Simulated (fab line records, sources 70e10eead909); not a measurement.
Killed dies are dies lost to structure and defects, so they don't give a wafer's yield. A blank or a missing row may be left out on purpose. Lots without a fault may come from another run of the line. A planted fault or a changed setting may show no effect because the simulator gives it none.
A struck lot beside a sound one | flow nand_harc | 15 steps out of a route of 1159
Sound: wafers L162.3, L162.4, L162.5. Struck: wafers L164.2, L164.3, L164.5. The cause comes at the end.
At each step with rows: each side's tool, then ch and its chambers, then its first start. Under that, the readings that differ: sound wafers | struck wafers | difference of the means | sigmas: that difference in standard deviations of wafers without a fault.
alike: readings whose means differ by less than 2 such deviations, and words and numbers that are the same on both sides. not compared: withheld readings, readings that some wafer has no value for, bounds like >300 that may hide the same value, and numbers for which the record gives no deviation and whose values overlap.
The two part at a step that has a row with sigmas, a row that says differs or no value, or rows on one side only. Numbers that don't overlap but have no deviation are shown without sigmas and don't part them. A reading that every wafer of one side lacks parts them only if that side has two wafers or more.

first, 6 steps without rows for these wafers: NHARC_P_GATE_COAT_85; NHARC_P_GATE_SOFTBAKE_86 (time 95 s); NHARC_P_GATE_EBR_87; NHARC_P_GATE_EXPOSE_88 (exposes mask P HVN, target cd 2000 nm); NHARC_P_GATE_PEB_89 (peb time 85 s); NHARC_P_GATE_DEVELOP_90 (time 70 s).
NHARC_P_GATE_CD_MEAS_91: target cd 2000 nm.
  sound on cd_sem-02 ch 0, day 7 13:15; struck on cd_sem-02 ch 0, day 8 16:22
  alike: cd_nm
then, 1 step without rows for these wafers: NHARC_P_GATE_HARDBAKE_92 (time 80 s).
NHARC_P_GATE_DESCUM_93: chemistry O2, time 3 s.
  sound on rie_diel-12 ch 0,2, day 7 13:25; struck on rie_diel-03 ch 0,2, day 8 16:31
  alike: drypump_motor_current_A, oes_product_au, rf_vpp_V, showerhead_plenum_p_Torr, throttle_valve_pct
  not compared: rf_hours_counter_h
then, 1 step without rows for these wafers: NHARC_P_GATE_IMPLANT_94.
NHARC_P_GATE_STRIP_113: strips in N2/H2, time 740 s.
  sound on plasma_asher-02 ch 0,1, day 7 14:01; struck on plasma_asher-01 ch 1, day 8 17:46
  alike: drypump_motor_current_A, heater_power_w, rf_refl_power_W
  not compared: rf_hours_counter_h
NHARC_P_GATE_STRIP_95: strips in O2.
  sound on plasma_asher-02 ch 0,1, day 7 14:31; struck on plasma_asher-01 ch 1, day 8 18:29
  alike: drypump_motor_current_A, heater_power_w, rf_refl_power_W
  not compared: rf_hours_counter_h
NHARC_P_GATE_STRIP_96: strips in SPM, time 900 s.
  sound on wet_bench-07 ch 1,2,3, day 7 14:43; struck on wet_bench-07 ch 3,4,5, day 8 18:41
  no value came back on the struck wafers for bath_guard_temp_C (C), bath_heat_duty_pct (%); on the sound wafers bath_guard_temp_C (C) reads 130.9 130.1 131.0
NHARC_P_GATE_RTA_64: time 1 s.
  sound on rtp_anneal-01 ch 0, day 7 15:07; struck on rtp_anneal-02 ch 0, day 8 19:04
  alike: lamp_power_pct, lamp_zone_4_pct, wafer_temp_C_max
-- the record jumps here: 13 days lie between the struck wafers' starts before and after (it left off in module P_GATE and takes up again in module END, whose first step shown is number 1159 of the route) --
NHARC_END_SORT_01:
  sound on prober-01 ch 0, day 21 21:05; struck on prober-02 ch 0, day 22 04:01
  alike: killed_at_array, killed_at_other, killed_at_periphery, killed_dies, killed_open, killed_short

WHERE THEY PART
Only at NHARC_P_GATE_STRIP_96, within this record. Later steps at which nothing parts them and some readings are alike: NHARC_P_GATE_RTA_64, NHARC_END_SORT_01.

WHY: what the simulator had put in
Skipped step whole: wet_bench-07, from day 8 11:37 on, at NHARC_P_GATE_STRIP_96. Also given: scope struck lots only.
